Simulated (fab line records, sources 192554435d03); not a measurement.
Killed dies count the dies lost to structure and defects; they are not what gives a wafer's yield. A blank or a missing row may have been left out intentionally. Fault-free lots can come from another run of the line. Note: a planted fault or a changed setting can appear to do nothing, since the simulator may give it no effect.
fab line records	flow n5-finfet	part 1 of 2: steps 1 to 4 of 6
[record] lots = 24	wafers = 72	last-day = 18
route steps=1938 shown HKMG_FIN@386
lots that met no fault: taken from a fault-free run of the same line
start-h: hours from the record's first day to the start of the lot's first wafer shown	wait-h: time in hours since the lot's previous step	" as in the row above	L1.1+2: a single row standing in for several wafers	- no value, or no start given	* or withheld: withheld	< > ~ a bound
route shown NAME@n: NAME is a module with steps in the file, n the number in the route of the first one	usual: average and standard deviation across the fault-free wafers	same: alike in all rows	chamber/n: place in a boat	sites: each site's reading	_std_site: standard deviation across them	_edge_site: inner sites' mean taken away from outer sites' mean	radius-mm: for every site, how far away it sits from the centre of the wafer	mask NAME#n: copy n	behind: the most recent tool/chamber to have shaped the wafer	hold: reason for holding the lot/hours on hold/outcome of the hold	device: whichever transistor did not switch (one of n, p or np)	end of line: at the end of the route, the tests of the same wafers	for a step that has no rows: nothing shown but its recipe	killed: not the wafer's yield, but the dies lost to structure and defects at the first sort	map: a wafer's dies, x killed, . not, _ none there
set.NAME: the setting that was run; set.NAME@STEP: the one run at that earlier step	model.NAME: the simulator's own value behind a step, which no gauge read
steps of the route over a sample of lots; a table a step, a row a wafer
services: from which hour (start-h, from the record's first day; less than 0 if before it) a tool's chamber was out of use, for how many hours, and why
[[steps]]
[step N5_HKMG_FIN_HK_ALD_01]
[recipe] material = HfO2	target-thk-a = 16	temp-c = withheld	ald-precursor-family = HfCl4	ald-co-reactant = H2O	pulse-time-s = 3	purge-time-s = 3	co-reactant-purge-time-s = 2.5	co-reactant-pulse-time-s = 0.3	ald-cycles = 30
[usual] precursor-pulse-height-rel = 1.002/0.02
lot.wafer	tool	chamber	start-h	wait-h	precursor-pulse-height-rel	since-wet-clean-h
L074.2	ald-hk-02	0	70.03	0.0	0.985	40
L074.3	"	3	"	"	0.973	40
L074.4	"	2	"	"	0.963	40
L075.1	ald-hk-02	2	76.95	0.0	1.033	47
L075.3	"	0	"	"	1.038	47
L075.5	"	1	"	"	1.004	-
L076.1	ald-hk-01	0	81.70	0.0	1.033	1858
L076.2	"	1	"	"	1.005	1858
L076.5	"	0	"	"	0.997	-
L077.1	ald-hk-02	3	87.09	0.0	0.964	57
L077.2	"	0	"	"	0.969	57
L077.3	"	1	"	"	0.990	57
L078.3	ald-hk-01	0	98.47	0.0	0.993	1875
L078.5	"	3	"	"	0.992	-
L078.6	"	2	"	"	1.025	-
L079.1	ald-hk-02	0	105.70	0.0	1.039	76
L079.4	"	2	"	"	1.011	76
L079.6	"	2	"	"	1.022	-
L080.2	ald-hk-02	0	108.17	0.0	1.032	78
L080.4	"	3	"	"	1.021	78
L080.5	"	1	"	"	1.011	-
L081.1	ald-hk-03	3	117.61	0.0	1.019	998
L081.2	"	2	"	"	0.986	998
L081.3	"	0	"	"	1.018	998
L082.1	ald-hk-01	3	122.27	0.0	0.999	1898
L082.3	"	0	"	"	0.995	1898
L082.6	"	3	"	"	1.043	-
L083.2	ald-hk-03	1	124.39	0.1	1.031	1004
L083.5	"	3	"	"	1.024	-
L083.6	"	2	"	"	1.020	-
L084.3	ald-hk-02	1	133.88	0.0	1.018	104
L084.5	"	2	"	"	1.023	-
L084.6	"	1	"	"	0.971	-
L085.1	ald-hk-01	3	137.08	0.0	1.024	1913
L085.2	"	1	"	"	1.019	1913
L085.5	"	1	"	"	0.984	-
L086.1	ald-hk-02	0	145.56	0.0	0.986	116
L086.3	"	1	"	"	1.022	116
L086.4	"	2	"	"	0.985	116
L087.2	ald-hk-03	2	148.92	0.0	0.992	1029
L087.3	"	1	"	"	0.979	1029
L087.4	"	0	"	"	0.986	1029
L088.2	ald-hk-02	0	154.85	0.0	0.994	125
L088.5	"	2	"	"	1.014	-
L088.6	"	3	"	"	1.006	-
L089.2	ald-hk-03	0	160.76	0.0	1.033	1041
L089.3	"	1	"	"	0.982	1041
L089.6	"	2	"	"	1.017	-
L090.1	ald-hk-02	1	167.01	0.0	1.003	137
L090.2	"	2	"	"	0.979	137
L090.3	"	3	"	"	1.001	137
L091.2	ald-hk-03	0	172.94	0.0	0.975	1053
L091.4	"	3	"	"	1.004	1053
L091.5	"	3	"	"	1.000	-
L092.1	ald-hk-01	3	180.03	0.0	1.006	1956
L092.4	"	0	"	"	1.019	1956
L092.6	"	3	"	"	0.983	-
L093.1	ald-hk-01	3	187.02	0.0	0.987	1963
L093.3	"	1	"	"	1.013	1963
L093.5	"	0	"	"	0.980	-
L094.1	ald-hk-03	1	191.84	0.1	1.025	1072
L094.2	"	3	"	"	1.002	1072
L094.5	"	0	"	"	1.007	-
L095.2	ald-hk-01	3	197.72	0.0	0.959	1974
L095.3	"	1	"	"	0.988	1974
L095.5	"	0	"	"	0.984	-
L096.2	ald-hk-01	1	204.17	0.0	1.023	1980
L096.4	"	3	"	"	1.001	1980
L096.6	"	3	"	"	1.004	-
L097.2	ald-hk-02	0	212.02	0.0	1.005	182
L097.3	"	1	"	"	0.994	182
L097.6	"	2	"	"	0.979	-
[step N5_HKMG_FIN_ETCH_58]
[recipe] chemistry = N2/H2	target = SOC	target-depth-a = 2158	ion-energy-ev = 50	bias-w = 13	time-s = 741	pressure-mtorr = 30	source-w = 875	n2-flow-sccm = 200	h2-flow-sccm = 200
[usual] drypump-motor-current-A = 5.7/0.58	oes-product-au = 0.82/0.09	rf-vpp-V = 98.7/0.98	showerhead-plenum-p-Torr = 2.49/0.056	throttle-valve-pct = 17.85/0.22
lot.wafer	tool	chamber	start-h	wait-h	drypump-motor-current-A	oes-product-au	rf-hours-counter-h	rf-vpp-V	showerhead-plenum-p-Torr	throttle-valve-pct
L074.2	rie-diel-06	1	71.26	0.0	4.9	0.86	56	98.9	2.49	17.76
L074.3	"	0	"	"	5.2	0.90	22	97.7	2.50	17.77
L074.4	"	2	"	"	5.4	0.74	184	99.6	2.44	18.08
L075.1	rie-diel-04	1	78.28	0.0	6.1	0.95	17	98.8	2.50	17.48
L075.3	"	3	"	"	5.7	0.91	27	98.4	2.47	17.82
L075.5	"	3	"	"	5.7	0.92	-	97.7	2.47	17.81
L076.1	rie-diel-04	1	82.90	0.0	6.2	0.94	19	99.2	2.50	17.48
L076.2	"	3	"	"	5.6	0.92	29	100.2	2.47	17.82
L076.5	"	0	"	"	5.5	0.78	-	98.7	2.45	17.78
L077.1	rie-diel-03	3	88.42	0.0	6.5	0.67	251	97.8	2.38	17.86
L077.2	"	1	"	"	6.6	0.70	193	97.7	2.44	18.17
L077.3	"	0	"	"	5.0	0.97	4	99.8	2.60	17.79
L078.3	rie-diel-04	3	99.82	0.0	5.6	0.92	34	99.8	2.47	17.83
L078.5	"	0	"	"	5.5	0.77	-	99.4	2.45	17.78
L078.6	"	3	"	"	5.6	0.91	-	100.3	2.47	17.83
L079.1	rie-diel-06	1	107.27	0.0	4.8	0.86	66	98.9	2.48	17.77
L079.4	"	3	"	"	6.7	0.68	241	98.9	2.50	18.08
L079.6	"	1	"	"	4.8	0.85	-	99.9	2.48	17.78
L080.2	rie-diel-06	3	109.41	0.0	6.7	0.70	242	98.8	2.50	18.08
L080.4	"	0	"	"	5.2	0.88	35	100.7	2.49	17.80
L080.5	"	2	"	"	5.4	0.73	-	98.4	2.43	18.11
L081.1	rie-diel-04	1	118.97	0.0	6.2	0.90	33	98.0	2.49	17.52
L081.2	"	0	"	"	5.5	0.77	123	98.2	2.45	17.79
L081.3	"	3	"	"	5.7	0.90	42	99.2	2.47	17.83
L082.1	rie-diel-04	3	123.52	0.0	5.7	0.90	44	98.6	2.47	17.85
L082.3	"	0	"	"	5.5	0.77	125	98.1	2.45	17.81
L082.6	"	3	"	"	5.6	0.89	-	95.6	2.47	17.83
L083.2	rie-diel-04	3	125.75	0.0	5.7	0.90	45	99.0	2.47	17.86
L083.5	"	3	"	"	5.6	0.89	-	97.9	2.47	17.84
L083.6	"	2	"	"	5.8	0.71	-	97.8	2.52	18.04
L084.3	rie-diel-04	1	135.42	0.0	6.1	0.91	34	98.6	2.49	17.51
L084.5	"	3	"	"	5.7	0.89	-	96.8	2.47	17.86
L084.6	"	2	"	"	5.8	0.72	-	98.1	2.52	18.03
L085.1	rie-diel-06	0	138.54	0.0	5.2	0.85	45	97.7	2.49	17.82
L085.2	"	2	"	"	5.4	0.72	207	98.2	2.43	18.12
L085.5	"	0	"	"	5.2	0.85	-	97.7	2.49	17.81
L086.1	rie-diel-04	0	146.91	0.0	5.5	0.74	133	98.1	2.45	17.81
L086.3	"	2	"	"	5.9	0.70	214	97.8	2.52	18.07
L086.4	"	3	"	"	5.7	0.88	53	99.6	2.46	17.86
L087.2	rie-diel-03	0	150.26	0.0	5.0	0.90	29	98.8	2.59	17.83
L087.3	"	3	"	"	6.5	0.95	10	100.2	2.70	17.36
L087.4	"	1	"	"	6.6	0.69	218	98.5	2.43	18.22
L088.2	rie-diel-04	1	156.23	0.0	6.1	0.88	42	98.9	2.49	17.53
L088.5	"	2	"	"	5.8	0.70	-	98.5	2.52	18.06
L088.6	"	1	"	"	6.1	0.88	-	98.5	2.49	17.52
L089.2	rie-diel-06	1	162.45	0.0	4.8	0.83	89	100.0	2.47	17.81
L089.3	"	2	"	"	5.4	0.72	218	97.4	2.42	18.17
L089.6	"	3	"	"	6.7	0.96	-	98.2	2.49	17.68
L090.1	rie-diel-04	1	168.74	0.0	6.1	0.87	47	99.6	2.49	17.54
L090.2	"	2	"	"	5.8	0.69	225	98.7	2.51	18.04
L090.3	"	3	"	"	5.6	0.86	62	99.2	2.46	17.86
L091.2	rie-diel-03	2	174.28	0.0	4.8	0.91	29	99.3	2.51	17.52
L091.4	"	3	"	"	6.5	0.92	19	97.8	2.69	17.38
L091.5	"	1	"	"	6.6	0.69	-	97.9	2.42	18.25
L092.1	rie-diel-03	1	181.24	0.0	6.6	0.69	229	96.9	2.42	18.25
L092.4	"	2	"	"	4.8	0.91	32	100.3	2.51	17.51
L092.6	"	0	"	"	5.0	0.88	-	99.5	2.59	17.86
L093.1	rie-diel-06	0	188.50	0.0	5.2	0.83	65	98.6	2.48	17.86
L093.3	"	1	"	"	4.9	0.82	97	98.3	2.47	17.83
L093.5	"	3	"	"	6.7	0.94	-	99.6	2.49	17.69
L094.1	rie-diel-03	1	193.46	0.0	6.6	0.69	234	100.0	2.42	18.25
L094.2	"	0	"	"	5.0	0.87	44	99.4	2.59	17.85
L094.5	"	1	"	"	6.6	0.68	-	97.7	2.42	18.25
L095.2	rie-diel-06	3	199.00	0.0	6.7	0.93	19	100.1	2.49	17.71
L095.3	"	2	"	"	5.4	0.70	231	95.7	2.42	18.17
L095.5	"	3	"	"	6.7	0.93	-	97.4	2.49	17.71
L096.2	rie-diel-06	0	205.69	0.0	5.2	0.82	71	98.2	2.48	17.87
L096.4	"	3	"	"	6.7	0.92	21	99.3	2.48	17.73
L096.6	"	2	"	"	5.4	0.69	-	97.9	2.42	18.18
L097.2	rie-diel-04	3	213.23	0.0	5.6	0.84	77	97.3	2.45	17.90
L097.3	"	2	"	"	5.9	0.69	240	99.9	2.51	18.08
L097.6	"	3	"	"	5.7	0.83	-	99.4	2.45	17.89
[step N5_HKMG_FIN_ALD_79]
[recipe] material = TiN	target-thk-a = 15	temp-c = 400	ald-precursor-family = TiCl4	ald-co-reactant = NH3	pulse-time-s = 1	purge-time-s = 3	co-reactant-purge-time-s = 2	co-reactant-pulse-time-s = 2	ald-cycles = 68	pressure-torr = 3
[usual] heater-power-w = 871/100	precursor-pulse-height-rel = 0.998/0.022
lot.wafer	tool	chamber	start-h	wait-h	heater-power-w	precursor-pulse-height-rel	since-wet-clean-h
L074.2	ald-metal-02	0	72.32	0.0	990	1.012	2812
L074.3	"	3	"	"	886	1.018	2812
L074.4	"	1	"	"	784	0.976	2812
L075.1	ald-metal-03	3	79.34	0.0	724	0.997	1281
L075.3	"	0	"	"	845	1.027	1281
L075.5	"	1	"	"	921	1.002	-
L076.1	ald-metal-02	0	83.97	0.0	981	0.972	2824
L076.2	"	1	"	"	804	1.033	2824
L076.5	"	1	"	"	782	0.972	-
L077.1	ald-metal-03	1	89.48	0.0	895	1.050	1291
L077.2	"	0	"	"	860	1.029	1291
L077.3	"	2	"	"	842	0.987	1291
L078.3	ald-metal-03	2	100.89	0.0	829	1.004	1302
L078.5	"	0	"	"	857	1.030	-
L078.6	"	1	"	"	936	0.997	-
L079.1	ald-metal-03	1	108.34	0.0	938	1.024	1310
L079.4	"	3	"	"	703	0.979	1310
L079.6	"	0	"	"	840	0.989	-
L080.2	ald-metal-03	3	110.47	0.0	713	0.997	1312
L080.4	"	2	"	"	842	0.992	1312
L080.5	"	3	"	"	692	0.964	-
L081.1	ald-metal-02	0	120.03	0.0	983	0.998	2860
L081.2	"	3	"	"	921	1.036	2860
L081.3	"	1	"	"	795	1.025	2860
L082.1	ald-metal-03	2	124.58	0.0	815	1.010	1326
L082.3	"	0	"	"	861	1.005	1326
L082.6	"	0	"	"	837	0.987	-
L083.2	ald-metal-01	3	126.82	0.0	916	1.019	4405
L083.5	"	2	"	"	1056	1.038	-
L083.6	"	1	"	"	994	0.994	-
L084.3	ald-metal-02	1	136.53	0.0	789	0.969	2876
L084.5	"	3	"	"	874	0.977	-
L084.6	"	2	"	"	782	1.016	-
L085.1	ald-metal-02	2	139.61	0.0	797	1.008	2879
L085.2	"	3	"	"	912	1.003	2879
L085.5	"	0	"	"	992	1.038	-
L086.1	ald-metal-02	1	147.98	0.0	804	0.965	2888
L086.3	"	0	"	"	977	1.042	2888
L086.4	"	2	"	"	775	1.012	2888
L087.2	ald-metal-02	2	151.52	0.0	789	0.964	2891
L087.3	"	3	"	"	867	1.014	2891
L087.4	"	0	"	"	964	1.001	2891
L088.2	ald-metal-01	1	157.38	0.0	972	0.980	4436
L088.5	"	3	"	"	916	0.993	-
L088.6	"	0	"	"	760	1.013	-
L089.2	ald-metal-01	3	163.53	0.0	937	0.964	4442
L089.3	"	2	"	"	1047	0.986	4442
L089.6	"	1	"	"	984	1.029	-
L090.1	ald-metal-01	0	169.81	0.0	761	0.992	4448
L090.2	"	3	"	"	911	1.019	4448
L090.3	"	2	"	"	1052	1.018	4448
L091.2	ald-metal-03	3	175.34	0.0	719	0.992	1377
L091.4	"	0	"	"	831	0.974	1377
L091.5	"	0	"	"	849	1.021	-
L092.1	ald-metal-01	3	182.41	0.0	913	1.005	4461
L092.4	"	2	"	"	1065	1.005	-
L092.6	"	3	"	"	928	0.960	-
L093.1	ald-metal-01	3	189.58	0.0	933	0.987	4468
L093.3	"	0	"	"	751	1.016	4468
L093.5	"	3	"	"	913	1.015	-
L094.1	ald-metal-02	3	194.53	0.0	895	0.983	2934
L094.2	"	1	"	"	794	0.971	2934
L094.5	"	2	"	"	774	1.002	-
L095.2	ald-metal-01	2	200.18	0.1	1065	1.013	4479
L095.3	"	0	"	"	742	0.961	4479
L095.5	"	0	"	"	757	0.965	-
L096.2	ald-metal-01	1	206.75	0.0	1000	1.000	4485
L096.4	"	3	"	"	909	0.997	4485
L096.6	"	2	"	"	1058	1.026	-
L097.2	ald-metal-03	2	214.30	0.0	834	0.992	1416
L097.3	"	0	"	"	846	0.965	1416
L097.6	"	2	"	"	815	0.993	-
[step N5_HKMG_FIN_INSPECT_14]
[recipe] mode = adi	inspect-instrument = macro
[usual] raw-defect-count = 2.1/1.4
lot.wafer	tool	chamber	start-h	wait-h	raw-defect-count
L074.2	defect-inspect-02	-	74.18	0.0	0
L074.3	"	-	"	"	3
L074.4	"	-	"	"	1
L075.1	defect-inspect-02	-	81.30	0.0	2
L075.3	"	-	"	"	1
L075.5	"	-	"	"	1
L076.1	defect-inspect-02	-	85.83	0.0	4
L076.2	"	-	"	"	2
L076.5	"	-	"	"	2
L077.1	defect-inspect-01	-	91.50	0.0	0
L077.2	"	-	"	"	1
L077.3	"	-	"	"	2
L078.3	defect-inspect-01	-	102.74	0.0	3
L078.5	"	-	"	"	0
L078.6	"	-	"	"	0
L079.1	defect-inspect-01	-	110.31	0.0	0
L079.4	"	-	"	"	2
L079.6	"	-	"	"	1
L080.2	defect-inspect-02	-	112.59	0.0	2
L080.4	"	-	"	"	3
L080.5	"	-	"	"	2
L081.1	defect-inspect-02	-	121.88	0.0	1
L081.2	"	-	"	"	4
L081.3	"	-	"	"	1
L082.1	defect-inspect-02	-	126.55	0.0	6
L082.3	"	-	"	"	2
L082.6	"	-	"	"	2
L083.2	defect-inspect-02	-	128.86	0.0	3
L083.5	"	-	"	"	0
L083.6	"	-	"	"	3
L084.3	defect-inspect-02	-	138.54	0.0	3
L084.5	"	-	"	"	3
L084.6	"	-	"	"	2
L085.1	defect-inspect-02	-	141.58	0.0	4
L085.2	"	-	"	"	4
L085.5	"	-	"	"	4
L086.1	defect-inspect-02	-	150.08	0.0	0
L086.3	"	-	"	"	4
L086.4	"	-	"	"	0
L087.2	defect-inspect-02	-	153.49	0.0	4
L087.3	"	-	"	"	1
L087.4	"	-	"	"	2
L088.2	defect-inspect-02	-	159.45	0.0	1
L088.5	"	-	"	"	5
L088.6	"	-	"	"	3
L089.2	defect-inspect-01	-	165.52	0.0	2
L089.3	"	-	"	"	1
L089.6	"	-	"	"	1
L090.1	defect-inspect-01	-	171.86	0.0	4
L090.2	"	-	"	"	2
L090.3	"	-	"	"	1
L091.2	defect-inspect-02	-	177.33	0.0	3
L091.4	"	-	"	"	0
L091.5	"	-	"	"	1
L092.1	defect-inspect-01	-	184.31	0.0	4
L092.4	"	-	"	"	3
L092.6	"	-	"	"	3
L093.1	defect-inspect-01	-	191.55	0.0	4
L093.3	"	-	"	"	0
L093.5	"	-	"	"	3
L094.1	defect-inspect-01	-	196.39	0.0	3
L094.2	"	-	"	"	1
L094.5	"	-	"	"	2
L095.2	defect-inspect-01	-	202.31	0.0	1
L095.3	"	-	"	"	1
L095.5	"	-	"	"	3
L096.2	defect-inspect-01	-	209.03	0.0	1
L096.4	"	-	"	"	3
L096.6	"	-	"	"	4
L097.2	defect-inspect-02	-	216.14	0.0	3
L097.3	"	-	"	"	3
L097.6	"	-	"	"	1
